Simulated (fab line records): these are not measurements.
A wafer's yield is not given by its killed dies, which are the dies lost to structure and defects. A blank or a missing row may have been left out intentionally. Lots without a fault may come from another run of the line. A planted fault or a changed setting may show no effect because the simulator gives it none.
Matching of chambers	flow nand harc	NHARC_A_SLIT_ETCH_29 on rie diel-06 has 4 sister chambers
The step etches the open film in CF4/O2, target depth 100 nm, overetch 10 nm, time 55 s. 8 wafers are shown with their chamber, then 7 later ones without.

## WAFERS PAIRED WITH THEIR CHAMBERS
wafer	chamber	drypump motor current A (A)	rf vpp V (V)
L074.5	2	6.6	197.3
L075.4	1	5.9	197.6
L079.6	3	6.5	195.9
L085.3	2	6.6	197.3
L085.5	0	5.8	198.7
L085.6	1	5.9	199.2
L086.2	0	5.7	199.3
L086.4	3	6.5	196.6

## WAFERS WITH NO CHAMBER GIVEN
wafer	drypump motor current A (A)	rf vpp V (V)
L086.5	5.7	199.4
L087.2	6.5	197.3
L087.5	5.9	198.9
L087.6	6.6	195.4
L093.1	6.6	195.9
L093.5	6.5	196.9
L093.6	5.8	198.2

## WHICH CHAMBER EACH ONE RAN IN
wafer	from the rows above	in truth
L086.5	0	0
L087.2	can't be placed: 3 or 2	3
L087.5	1	1
L087.6	can't be placed: 2 or 3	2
L093.1	can't be placed: 2 or 3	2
L093.5	can't be placed: 3 or 2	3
L093.6	can't be placed: 0 or 1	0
2 of 7 placed correctly. Not placeable from these rows: 5 (in 5, the candidates include the true chamber). 0 placed wrongly.
How it was worked out, from the rows above alone: a wafer's distance from a chamber is the root of the sum, over the readings, of the square of ((its reading less the chamber's mean) divided by the reading's scatter). The wafer belongs to the nearest chamber; if the next one is less than 2 further off, it can't be placed. The mean given for a chamber averages the wafers shown for that chamber. The scatter: take each reading less its chamber's mean, square it, sum over the shown wafers, divide by the number of wafers less the number of chambers, and take the root.
